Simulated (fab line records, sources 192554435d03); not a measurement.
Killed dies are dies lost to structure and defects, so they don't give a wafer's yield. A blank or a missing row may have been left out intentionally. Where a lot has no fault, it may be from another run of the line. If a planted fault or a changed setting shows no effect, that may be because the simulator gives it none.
Split-lot study -- flow n5 finfet -- 21 wafers read from 7 lots, route of 1938 steps

== SPLIT DETAILS ==
At N5_SDB_CUT_ETCH_26 (etches Si in HBr/Cl2/O2, target depth 129.6 nm, bt time 20 s, time 51.8 s), the setting icp w was moved away from the recipe's 800 W on 7 of the 21 wafers read, by -10.9% to +14.3%. This setting was run at the recipe's value on the other wafers.

The reading comes from the split's own step.

== THE READING ==
etch.depth nm (the simulator's own value, which no gauge read), in nm, at N5_SDB_CUT_ETCH_26 (etches Si in HBr/Cl2/O2, target depth 129.6 nm, bt time 20 s, time 51.8 s). No usual value for it is given in the file. Here, 14 wafers ran the recipe; their average is 129.7 nm with a standard deviation of 1.8 nm.

wafer,"tool, chamber at the split","icp w as run, W",against the recipe,"etch.depth nm, nm",against lot-mates on the recipe
L074.1,"rie si-04, 3",756.7,-5.4%,125.7,-4.4
L074.5,"rie si-04, 2",800,recipe,130.1,-
L074.6,"rie si-04, 3",756.7,-5.4%,126.7,-3.4
L076.1,"rie si-06, 0",712.6,-10.9%,124.5,-6.9
L076.5,"rie si-06, 3",800,recipe,131.9,-
L076.6,"rie si-06, 0",800,recipe,131,-
L084.1,"rie si-03, 2",800,recipe,129.9,-
L084.3,"rie si-03, 3",800,recipe,130.9,-
L084.6,"rie si-03, 2",800,recipe,129.4,-
L085.1,"rie si-06, 1",800,recipe,128.4,-
L085.5,"rie si-06, 1",800,recipe,128.4,-
L085.6,"rie si-06, 0",800,recipe,130.8,-
L087.1,"rie si-04, 3",871.2,+8.9%,136,+5.3
L087.2,"rie si-04, 0",800,recipe,130.7,-
L087.3,"rie si-04, 2",871.2,+8.9%,134.3,+3.6
L089.4,"rie si-06, 2",800,recipe,125.9,-
L089.5,"rie si-06, 2",800,recipe,127.7,-
L089.6,"rie si-06, 1",881.1,+10.1%,135.4,+8.6
L094.2,"rie si-06, 3",800,recipe,132.9,-
L094.5,"rie si-06, 2",800,recipe,127.5,-
L094.6,"rie si-06, 1",914.6,+14.3%,137.7,+7.5

THE FIT
A straight line over all 21 wafers: etch.depth nm changes by +0.564 nm for each +1% of icp w; r = +0.89; the points scatter about the line by 1.6 nm.
The same after taking each lot's own level away (the mean of its wafers on the recipe; 21 wafers): +0.612 nm for each +1%; r = +0.94; scatter 1.3 nm.
The reading moves by 8.8 nm for the largest change in icp w, on that fit.
Across the lots, their own levels run from 126.80 to 131.45 nm, a range of 2.5 times the standard deviation given above.
The two slopes are in agreement: the lot-to-lot level therefore moves the slope only a little.
Check: +9.23 nm against its lot-mates is what the line predicts for one of the wafers moved furthest among these (+14.3%) when that wafer is left out of the fit. It came out at +7.5 nm against them.

== ADDITIONAL SPLITS CARRIED BY THESE WAFERS ==
These wafers also went through other splits before the reading. Each is held against what the fit with the lots' levels taken away leaves over:
other split on the same wafers,wafers away from the commonest value,r with etch.depth nm (lot level and that fit taken away)
N5_SD_EPI_N_COAT_33 spin rpm,7,+0.12
N5_SD_EPI_N_ETCH_35 time s,3,+0.14
N5_SD_EPI_N_ETCH_45 target depth a,8,-0.37
N5_SD_EPI_N_EPI_21 epi growth time s,6,+0.04

== THE WHOLE CHAIN: every reading that the file lists as answering this split, in the file's order ==
step,what it does,reading,change (the file's fit),r (the file's)
N5_SDB_CUT_ETCH_26,"etches Si in HBr/Cl2/O2, target depth 129.6 nm, bt time 20 s, time 51.8 s","SDB.feature depth nm (the simulator's own value, which no gauge read)",+0.623 nm for each +1% of the setting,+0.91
N5_SDB_CUT_ETCH_26,"etches Si in HBr/Cl2/O2, target depth 129.6 nm, bt time 20 s, time 51.8 s","etch.depth nm (the simulator's own value, which no gauge read)",+0.62 nm for each +1% of the setting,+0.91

== FILE'S OWN FIT ==
etch.depth nm changes by +0.62 nm for each +1% of icp w, r = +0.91.
